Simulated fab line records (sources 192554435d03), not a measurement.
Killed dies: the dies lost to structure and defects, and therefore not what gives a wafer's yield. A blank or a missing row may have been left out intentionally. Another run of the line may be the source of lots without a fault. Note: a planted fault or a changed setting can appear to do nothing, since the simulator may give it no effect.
Which tool was responsible?    flow n5_finfet    10 lots with 30 wafers sampled at 4 steps, on a route of 1938 steps

WHAT THE GAUGES SHOWED, per wafer
N5_BEOL_M7_INSPECT_30: inspects for defects (brightfield). Usual: raw_defect_count 398, standard deviation 94.
lot   measured      on                 raw_defect_count  flag
L600  day 9 00:54   defect_inspect-02  326 402 242       
L602  day 9 14:19   defect_inspect-02  257 301 293       
L603  day 9 21:24   defect_inspect-02  453 360 466       
L606  day 10 18:34  defect_inspect-01  438 408 367       
L604  day 10 21:05  defect_inspect-02  318 300 352       
L611  day 12 06:00  defect_inspect-02  284 393 306       
L610  day 12 08:39  defect_inspect-01  306 245 342       
L618  day 13 14:30  defect_inspect-02  498 365 328       
L619  day 13 20:25  defect_inspect-01  332 490 405       
L622  day 14 18:53  defect_inspect-02  379 350 437       

WHAT TOOL EACH LOT RAN ON (gives the tool, then ch and the chambers of the sampled wafers, and finally the start)
lot   N5_BEOL_M7_ETCH_61                  N5_BEOL_M7_STRIP_19                 N5_BEOL_M7_EXPOSE_25
L600  rie_diel-02 ch 0,2,3, day 8 22:35   rie_diel-02 ch 0,1,2, day 8 23:07   euv_scanner-01 ch 0, day 9 00:41
L602  rie_diel-06 ch 0,3, day 9 13:29     rie_diel-02 ch 0,2, day 9 13:50     euv_scanner-01 ch 0, day 9 14:05
L603  rie_diel-01 ch 1,2,3, day 9 18:02   rie_diel-01 ch 0,2,3, day 9 18:23   euv_scanner-01 ch 0, day 9 21:11
L606  rie_diel-01 ch 1,3, day 10 16:50    rie_diel-02 ch 0,2,3, day 10 17:13  euv_scanner-01 ch 0, day 10 18:22
L604  rie_diel-01 ch 0,3, day 10 20:08    rie_diel-06 ch 0,1, day 10 20:31    euv_scanner-02 ch 0, day 10 20:52
L611  rie_diel-01 ch 2,3, day 12 04:13    rie_diel-02 ch 0,1,2, day 12 04:52  euv_scanner-02 ch 0, day 12 05:47
L610  rie_diel-01 ch 0,1,2, day 12 07:29  rie_diel-06 ch 0,2,3, day 12 07:57  euv_scanner-01 ch 0, day 12 08:26
L618  rie_diel-01 ch 0,1,2, day 13 12:59  rie_diel-01 ch 0,1, day 13 13:20    euv_scanner-02 ch 0, day 13 14:17
L619  rie_diel-06 ch 0,2,3, day 13 18:19  rie_diel-06 ch 0,1,2, day 13 18:40  euv_scanner-02 ch 0, day 13 20:11
L622  rie_diel-02 ch 0,1,3, day 14 13:55  rie_diel-01 ch 0,1,2, day 14 14:17  euv_scanner-01 ch 0, day 14 18:40
- N5_BEOL_M7_ETCH_61: etches SiARC in CF4, target depth 45.5 nm, time 75.8 s.
- N5_BEOL_M7_STRIP_19: strips in O2.
- N5_BEOL_M7_EXPOSE_25: exposes mask V6, target cd 40 nm.

WHAT THE TOOLS THEMSELVES READ (means of the sampled wafers that have a number; where no wafer has one, the mark that the record gives instead)
N5_BEOL_M7_ETCH_61. Usual: for drypump_motor_current_A, 5.4 A with a standard deviation of 0.51; for etch_rf_on_time_s, 75.8 s with a standard deviation of 1.1; for oes_product_au, 0.65 a.u. with a standard deviation of 0.069; for rf_fwd_power_W, 538.7 W with a standard deviation of 2.7; for rf_vpp_V, 183.7 V with a standard deviation of 1.4; for showerhead_plenum_p_Torr, 2.12 Torr with a standard deviation of 0.085; for throttle_valve_pct, 15.60 % with a standard deviation of 0.23.
lot   tool         drypump_motor_current_A (A)  etch_rf_on_time_s (s)  oes_product_au (a.u.)  rf_fwd_power_W (W)  rf_vpp_V (V)  showerhead_plenum_p_Torr (Torr)  throttle_valve_pct (%)  flag
L600  rie_diel-02  5.4                          75.4                   0.68                   541.9               184.7         2.16                             15.48                   
L602  rie_diel-06  5.5                          77.7                   0.60                   537.3               183.7         2.10                             15.83                   
L603  rie_diel-01  5.6                          75.5                   0.61                   538.3               184.0         2.15                             15.72                   
L606  rie_diel-01  5.4                          75.2                   0.59                   539.3               184.3         2.15                             15.82                   
L604  rie_diel-01  5.6                          75.4                   0.62                   538.9               183.3         2.08                             15.67                   
L611  rie_diel-01  6.1                          74.9                   0.69                   541.8               184.3         2.12                             15.45                   
L610  rie_diel-01  5.5                          75.0                   0.62                   535.6               183.4         2.10                             15.65                   
L618  rie_diel-01  5.5                          76.0                   0.61                   536.6               182.0         2.10                             15.67                   
L619  rie_diel-06  5.4                          76.3                   0.67                   537.0               183.4         2.15                             15.63                   
L622  rie_diel-02  5.8                          76.3                   0.65                   542.1               184.2         2.14                             15.50                   

N5_BEOL_M7_STRIP_19. Usual: drypump_motor_current_A 5.5 A, standard deviation 0.49; oes_product_au 0.76 a.u., standard deviation 0.075; rf_vpp_V 3.7 V, standard deviation 0.57; showerhead_plenum_p_Torr 2.07 Torr, standard deviation 0.095; throttle_valve_pct 16.61 %, standard deviation 0.19.
lot   tool         drypump_motor_current_A (A)  oes_product_au (a.u.)  rf_vpp_V (V)  showerhead_plenum_p_Torr (Torr)  throttle_valve_pct (%)  flag
L600  rie_diel-02  5.6                          0.80                   3.5           2.08                             16.47                   
L602  rie_diel-02  5.2                          0.78                   3.7           2.07                             16.49                   
L603  rie_diel-01  5.8                          0.72                   3.5           2.03                             16.60                   
L606  rie_diel-02  5.4                          0.78                   3.6           2.10                             16.53                   
L604  rie_diel-06  5.3                          0.73                   3.4           2.06                             16.88                   
L611  rie_diel-02  5.5                          0.77                   3.9           2.07                             16.51                   
L610  rie_diel-06  5.4                          0.80                   3.5           2.10                             16.62                   
L618  rie_diel-01  5.2                          0.72                   3.7           2.00                             16.68                   
L619  rie_diel-06  5.1                          0.72                   3.4           2.02                             16.82                   
L622  rie_diel-01  5.5                          0.70                   3.3           2.05                             16.72                   

N5_BEOL_M7_EXPOSE_25. Usual: exposure_dose_mJ_cm2 42.46, standard deviation 0.048; stage_msd_nm 0.870 nm, standard deviation 0.025.
lot   tool            exposure_dose_mJ_cm2  stage_msd_nm (nm)  flag
L600  euv_scanner-01  42.54                 0.858              
L602  euv_scanner-01  42.51                 0.860              
L603  euv_scanner-01  42.49                 0.864              
L606  euv_scanner-01  42.48                 0.876              
L604  euv_scanner-02  42.38                 0.853              
L611  euv_scanner-02  42.43                 0.845              
L610  euv_scanner-01  42.43                 0.896              
L618  euv_scanner-02  41.43                 0.839              OFF
L619  euv_scanner-02  41.61                 0.837              OFF
L622  euv_scanner-01  42.46                 0.904              

THE ANSWER, worked out from the rows above alone
Rule: a lot counts as off when the mean over its wafers that have a number is more than 3 standard deviations away from the usual mean. Also off: a lot with no number at a reading for which 4 or more lots have one. All remaining lots with rows at the step are treated as sound. After the gauges, taken in route order, come the tools' own readings; for these a lot's mean is taken, as printed above. At the first step where some lot is off, the reading lying furthest off is the one used; lots without a number count as furthest.
Off: L618, L619 (N5_BEOL_M7_EXPOSE_25, exposure_dose_mJ_cm2).
A tool fits if, at that step or a process step before it, it ran every lot that is off, and no sound lot after the first of them. One fits: N5_BEOL_M7_EXPOSE_25 on euv_scanner-02. Its last sound lot is L611 (day 12 05:47), its first lot that is off L618 (day 13 14:17): a fault that began between those two fits.
On the lots that are off, the tool's own readings at N5_BEOL_M7_EXPOSE_25 differ by more than 5 times the standard deviation of the sound lots' means, which bears it out; exposure_dose_mJ_cm2 reads 41.52 there versus 42.47 on the sound lots.

WHAT THE SIMULATOR HAD PUT IN
Process parameters drifting: euv_scanner-02 at N5_BEOL_M7_EXPOSE_25, beginning at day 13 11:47. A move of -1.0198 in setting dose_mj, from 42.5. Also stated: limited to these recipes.
Lots struck among those shown: L618, L619. This agrees with what the rule above found.
